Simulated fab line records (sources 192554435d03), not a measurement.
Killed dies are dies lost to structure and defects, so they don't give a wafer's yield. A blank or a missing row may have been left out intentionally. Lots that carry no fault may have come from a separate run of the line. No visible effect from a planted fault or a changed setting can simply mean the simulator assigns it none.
Struck lot and sound lot, side by side    flow n5 finfet    14 out of 1938 route steps
Sound: wafers L866.1, L866.3, L866.5. Struck: wafers L865.2, L865.3, L865.4. Last of all comes the cause.
Each step with rows lists, per side, the tool, then ch with its chambers, then its first start. Under that, the readings that differ: sound wafers    struck wafers    difference of the means    sigmas: that difference in standard deviations of wafers without a fault.
alike: a reading whose means differ by less than 2 such deviations, as well as words and numbers matching on both sides. not compared: withheld readings; readings where some wafer has no value; bounds like >300 that might hide an equal value; numbers whose values overlap and for which the record gives no deviation.
A row with sigmas, a row that says differs or no value, or rows on one side alone: a step with any of these is where the two part. Non-overlapping numbers with no deviation appear without sigmas and do not part them. A reading missing from all wafers of one side parts the sides only when that side holds two or more wafers.

N5_BEOL_M6_RS_MEAS_57: measurement is done with a four-point probe.
  sound on film metro-01 at day 15 01:48; struck on film metro-01 at day 14 15:04
  alike: M6_RS
N5_BEOL_M6_INSPECT_58: inspects for defects (darkfield).
  sound on defect inspect-01 at day 15 01:50; struck on defect inspect-02 at day 14 15:06
  alike: raw defect count
N5_BEOL_M7_ILD_DEP_00: deposits SiCOH lowk from DEMS/porogen, target thk 179.75 nm, time 33.4 s.
  sound on pecvd-02 ch 0,2, day 15 01:52; struck on pecvd-03 ch 0,1,2, day 14 15:08
  alike: chamber pressure Torr, heater power outer w, heater power w, rf fwd power W, showerhead plenum p Torr, throttle valve pct
  not compared: since wet clean h
N5_BEOL_M7_CURE_74: cures SiCOH lowk, time 240 s.
  sound on uv cure-01 ch 2, day 15 02:05; struck on uv cure-03 ch 1, day 14 15:17
  alike: lamp power pct, wafer_temp_C_max
N5_BEOL_M7_THK_MEAS_01:
  sound on film metro-01 at day 15 03:05; struck on film metro-01 at day 14 15:43
  alike: M7_ILD_THK
N5_BEOL_M7_PECVD_70: deposits SiO2 from TEOS/O2, target thk 20 nm, time 22.7 s.
  sound on pecvd-02 ch 1,2, day 15 03:07; struck on pecvd-04 ch 0,1, day 14 15:45
  alike: chamber pressure Torr, heater power outer w, heater power w, rf fwd power W, showerhead plenum p Torr, throttle valve pct
  not compared: since wet clean h
N5_BEOL_M7_HM_DEP_02: deposits TiN, target thk 20 nm.
  sound on pvd sputter-02 at day 15 05:29; struck on pvd sputter-02 at day 14 15:50
  alike: throttle valve pct
then, 5 steps without rows for these wafers: N5_BEOL_M7_COAT_59 (time 60 s, resist thk 100 nm); N5_BEOL_M7_COAT_60 (time 60 s, resist thk 35 nm); N5_BEOL_M7_COAT_05 (resist thk 90 nm); N5_BEOL_M7_EBR_07; N5_BEOL_M7_SOFTBAKE_06 (time 60 s).
N5_BEOL_M7_EXPOSE_08: exposes mask M7.
  struck on arfi scanner-02, day 14 16:12; sound on arfi scanner-01 ch 0, day 15 05:51
  no value came back on the struck wafers for dipole opening deg (degrees), exposure dose mJ cm2; on the sound wafers dipole opening deg (degrees) reads 35 35 35
  alike: mask
then, 1 step without rows for these wafers: N5_BEOL_M7_PEB_09 (peb time 60 s).

## WHERE THEY PART
N5_BEOL_M7_EXPOSE_08 only, going by this record.

WHY: what the simulator had put in
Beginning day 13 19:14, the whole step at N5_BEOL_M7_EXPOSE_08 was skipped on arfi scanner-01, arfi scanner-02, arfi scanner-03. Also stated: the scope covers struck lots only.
